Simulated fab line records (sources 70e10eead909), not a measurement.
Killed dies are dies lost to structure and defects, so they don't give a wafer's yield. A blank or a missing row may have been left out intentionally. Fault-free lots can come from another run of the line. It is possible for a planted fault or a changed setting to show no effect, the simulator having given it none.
A struck lot beside a sound one ; flow nandHarc ; 40 out of 1159 route steps
Sound: these wafers, L995.1, L995.2, L995.4. Struck: wafer L111.3 (left out: L111.5, a lot-mate that was not struck); the cause follows at the end.
At each step with rows: each side's tool, then ch and its chambers, then its first start. Under that, the readings that differ: sound wafers ; struck wafers ; difference of the means ; sigmas: that difference in standard deviations of wafers without a fault.
alike: readings with means less than 2 such deviations apart, plus words and numbers identical on both sides. not compared: withheld readings, readings lacking a value on some wafer, bounds such as >300 that could conceal the same value, and numbers that have no deviation in the record and whose values overlap.
A row with sigmas, a row that says differs or no value, or rows on one side alone: a step with any of these is where the two part. Numbers that have no deviation but don't overlap get no sigmas and don't part them. A reading that every wafer of one side lacks parts them only if that side has two wafers or more.

first, 3 steps without rows for these wafers: NHARC_A_BONDPAD_HARDBAKE_10 (time 65 s); NHARC_A_BONDPAD_DESCUM_11 (chemistry O2, time 3 s); NHARC_A_BONDPAD_ETCH_34 (etches the open film in N2/H2, target depth 60 nm, overetch 18 nm, time 65.91 s).
NHARC_A_BONDPAD_ETCH_12: etches the open film in CHF3/O2, target depth 220 nm, time 110 s.
  sound on rieDiel-03 ch 0,2; struck on rieDiel-03 ch 1
reading;sound;struck;difference;sigmas
rfVppV (V);367.4 371.3 371.9;374.1;+3.9;+2
  alike: chamberPressureMTorr, drypumpMotorCurrentA, oesProductAu, showerheadPlenumPTorr, throttleValvePct
  not compared: rfHoursCounterH
NHARC_A_BONDPAD_CD_MEAS_13:
  sound: cdSem-02 at day 18 10:14; struck: cdSem-02 at day 22 18:26
  alike: cdNm
NHARC_A_BONDPAD_STRIP_15: strips in O2.
  sound on rieDiel-04 ch 1,2,3, day 18 10:20; struck on rieDiel-03 ch 2, day 22 18:33
reading;sound;struck;difference;sigmas
chamberPressureMTorr (mTorr);60.06 60.04 59.96;59.91;-0.11;-2
oesProductAu (a.u.);1.012 1.010 0.997;0.990;-0.016;-2
rfHoursCounterH (h);50 51 52;21;-30;
throttleValvePct (%);17.041 17.050 17.049;17.022;-0.025;-3
  alike: drypumpMotorCurrentA, rfVppV, showerheadPlenumPTorr
NHARC_A_BONDPAD_ETCH_24: etches the open film in CF4/N2, target depth 30 nm, time 72.99 s.
  sound on rieDiel-04 ch 0,1,2; struck on rieDiel-03 ch 2
reading;sound;struck;difference;sigmas
rfHoursCounterH (h);50 52 51;22;-29;
throttleValvePct (%);19.791 19.793 19.787;19.809;+0.019;+2
  alike: chamberPressureMTorr, drypumpMotorCurrentA, oesProductAu, rfVppV, showerheadPlenumPTorr
then, 1 step without rows for these wafers: NHARC_A_BONDPAD_STRIP_16 (strips in post etch residue remover, time 600 s).
NHARC_A_BONDPAD_DEGAS_25: time 60 s.
  sound: pvdSputter-01 at day 18 10:54; struck: pvdSputter-03 at day 22 19:04
  alike: heaterPowerW
then, 3 steps without rows for these wafers: NHARC_A_BONDPAD_PRE_CLEAN_26 (time 30 s); NHARC_A_BONDPAD_PVD_17 (deposits TaN, target thk 5 nm, time 8.06 s); NHARC_A_BONDPAD_PVD_27 (deposits Cu, target thk 30 nm, time 20.49 s).
NHARC_A_BONDPAD_ECD_18: material Cu, target thk 400 nm.
  sound on ecdCu-02 ch 0,1, day 18 11:16; struck on ecdCu-02 ch 1, day 22 19:31
reading;sound;struck;difference;sigmas
bathTempC (C);25.04 25.04 25.02;25.26;+0.23;+2
  alike: bathHeatDutyPct
then, 1 step without rows for these wafers: NHARC_A_BONDPAD_ANNEAL_28 (time 90 s).
NHARC_A_BONDPAD_CMP_19: polishes, t overpolish 30 s, cu recess touch 16 s, target thk 169.8 nm.
  sound on cmp-04 ch 0,1,3, day 18 11:59; struck on cmp-02 ch 3, day 22 20:11
reading;sound;struck;difference;sigmas
padLifeWafers;151 153 150;440;+289;+2
  alike: motorCurrentA, overpolishRunS
then, 1 step without rows for these wafers: NHARC_A_BONDPAD_SRD_21 (time 30 s, dry time 20 s).
NHARC_A_BONDPAD_INSPECT_23:
  sound: defectInspect-01 at day 18 12:32; struck: defectInspect-02 at day 22 20:41
  alike: rawDefectCount
then, 5 steps without rows for these wafers: NHARC_HYBRID_BOND_ACTIVATE_00 (chemistry N2, time 60 s); NHARC_HYBRID_BOND_PRECLEAN_01 (cleans in DIW, time 300 s); NHARC_HYBRID_BOND_SRD_02 (time 30 s, dry time 20 s); NHARC_HYBRID_BOND_BOND_03; NHARC_HYBRID_BOND_ANNEAL_04 (time 7200 s).
NHARC_HYBRID_BOND_OVL_MEAS_05:
  the record has rows for the sound wafers here (overlay-02, day 18 21:37) and none for the struck ones
NHARC_HYBRID_BOND_INSPECT_06: inspects for defects (ir void).
  the record has rows for the sound wafers here (defectInspect-02, day 18 21:44) and none for the struck ones
then, 2 steps without rows for these wafers: NHARC_THIN_TSV_GRIND_00; NHARC_THIN_TSV_CMP_01 (polishes).
NHARC_THIN_TSV_THK_MEAS_02: measures by ir.
  the record has rows for the sound wafers here (filmMetro-02, day 19 04:08) and none for the struck ones
then, 12 steps without rows for these wafers: NHARC_THIN_TSV_SRD_03; NHARC_THIN_TSV_PRECLEAN_41 (cleans in SC1); NHARC_THIN_TSV_SRD_42; NHARC_THIN_TSV_DEP_43 (deposits SiO2, target thk 1328.5 nm); NHARC_THIN_TSV_DEHYDRATE_04 (time 120 s); NHARC_THIN_TSV_HMDS_05 (time 30 s); NHARC_THIN_TSV_COAT_06; NHARC_THIN_TSV_SOFTBAKE_07 (time 95 s); NHARC_THIN_TSV_EBR_08; NHARC_THIN_TSV_EXPOSE_09 (exposes mask TSV); NHARC_THIN_TSV_PEB_10 (peb time 85 s); NHARC_THIN_TSV_DEVELOP_11 (time 70 s).
NHARC_END_SORT_01:
  sound on prober-02 ch 0, day 20 08:39; struck on prober-01 ch 0, day 24 13:20
reading;sound;struck;difference;sigmas
defectLimitedYield (%);97.2 97.5 98.1;0;-98;-65
killedAtArray;16 15 13;668;+653;+67
killedAtOther;1 0 0;4;+4;+3
killedDies;19 17 13;677;+661;+66
sort_bin_2_pct (%);0.9 0.3 0.6;96.6;+96.0;+99 or more
sortNPass;658 660 664;0;-661;-66
sortRimYieldPct (%);98 96 100;0;-98;-31
sortYieldPct (%);97.2 97.5 98.1;0;-98;-65
  alike: killedAtPeriphery, killedOpen, killedShort, sort_bin_3_pct, sort_bin_4_pct

WHERE THEY PART
At NHARC_A_BONDPAD_ETCH_12 first; at NHARC_END_SORT_01 last (within this record only).

WHY: what had been put in by the simulator
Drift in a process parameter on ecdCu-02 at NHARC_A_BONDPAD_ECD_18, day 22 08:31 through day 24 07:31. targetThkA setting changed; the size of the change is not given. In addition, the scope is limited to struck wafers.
